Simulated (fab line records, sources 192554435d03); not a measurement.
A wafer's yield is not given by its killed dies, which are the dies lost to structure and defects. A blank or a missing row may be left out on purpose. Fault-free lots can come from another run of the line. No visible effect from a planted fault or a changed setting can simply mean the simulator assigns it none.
Lot-split experiment	flow n5-finfet	route with 1938 steps; 7 lots, 21 wafers read

ABOUT THE SPLIT
At N5_WELL_APT_PEB_06 (peb time 90 s), the setting peb-time-s was moved away from the recipe's 90 s on 4 of the 21 wafers read, by -20.8% to -5.9%. The other wafers ran this setting at the recipe's value.

FROM THE SPLIT TO THE READING: what the file shows between them, 2 steps
- N5_WELL_APT_DEVELOP_07: develop time 45 s
- N5_WELL_APT_HARDBAKE_12: time 120 s

THE READING
Shown in nm: cd-nm at N5_WELL_APT_CD_MEAS_08, with target cd 200 nm. Fault-free wafers of this fab line usually give 199.8 nm, standard deviation 1.3 nm.

wafer	tool, chamber at the split	peb-time-s as run, s	against the recipe	cd-nm, nm	against lot-mates on the recipe
L075.1	litho-track-04, 0	90	recipe	198.9	-
L075.2	litho-track-04, 0	90	recipe	198.3	-
L075.5	litho-track-04, 0	90	recipe	201.4	-
L080.2	litho-track-02, 0	90	recipe	198.1	-
L080.5	litho-track-02, 0	90	recipe	197.7	-
L080.6	litho-track-02, 0	80.65	-10.4%	192.1	-5.8
L081.1	litho-track-02, 0	90	recipe	197.0	-
L081.3	litho-track-02, 0	84.65	-5.9%	197.3	-1.2
L081.5	litho-track-02, 0	90	recipe	200.0	-
L084.1	litho-track-04, 0	90	recipe	201.6	-
L084.2	litho-track-04, 0	90	recipe	202.9	-
L084.3	litho-track-04, 0	71.24	-20.8%	191.4	-10.8
L088.2	litho-track-04, 0	90	recipe	198.5	-
L088.3	litho-track-04, 0	90	recipe	199.4	-
L088.5	litho-track-04, 0	90	recipe	199.5	-
L092.1	litho-track-03, 0	74.82	-16.9%	193.7	-7.9
L092.4	litho-track-03, 0	90	recipe	201.4	-
L092.5	litho-track-03, 0	90	recipe	201.8	-
L096.1	litho-track-02, 0	90	recipe	198.6	-
L096.2	litho-track-02, 0	90	recipe	199.5	-
L096.3	litho-track-02, 0	90	recipe	200.3	-

THE FIT
A straight line over all 21 wafers: cd-nm changes by +0.422 nm for each +1% of peb-time-s; r = +0.84; the points scatter about the line by 1.7 nm.
The same after taking each lot's own level away (the mean of its wafers on the recipe; 21 wafers): +0.499 nm for each +1%; r = +0.96; scatter 0.94 nm.
That fit puts the effect of the largest move of peb-time-s on the reading at 10 nm.
Measured against the standard deviation above, the lots' own levels, which go from 197.90 to 202.25 nm, span 3.3 times it.
In other words, the slope is changed by the lot-to-lot level; the two fits disagree.
Check: with one of the wafers moved furthest among these (-20.8%) left out of the fit, the line predicts -9.8 nm for it against its lot-mates. It came out at -10.8 nm against them.

FURTHER SPLITS ON THESE WAFERS
Other splits were also applied to these wafers ahead of the reading. Each is held against what the fit with the lots' levels taken away leaves over:
other split on the same wafers	wafers away from the commonest value	r with cd-nm (lot level and that fit taken away)
N5_WELL_APT_COAT_02 spin-rpm	7	+0.33

THE WHOLE CHAIN: every reading that the file lists as answering this split, in the file's order
step	what it does	reading	change (the file's fit)	r (the file's)
N5_WELL_APT_CD_MEAS_08	target cd 200 nm	cd-nm	+0.495 nm for each +1% of the setting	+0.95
N5_WELL_APT_DESCUM_13	chemistry O2, time 7.9 s	WELL_APT.cd-nm (the simulator's own value, which no gauge read)	+0.494 nm for each +1% of the setting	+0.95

FILE'S OWN FIT
cd-nm changes by +0.495 nm for each +1% of peb-time-s, r = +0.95.
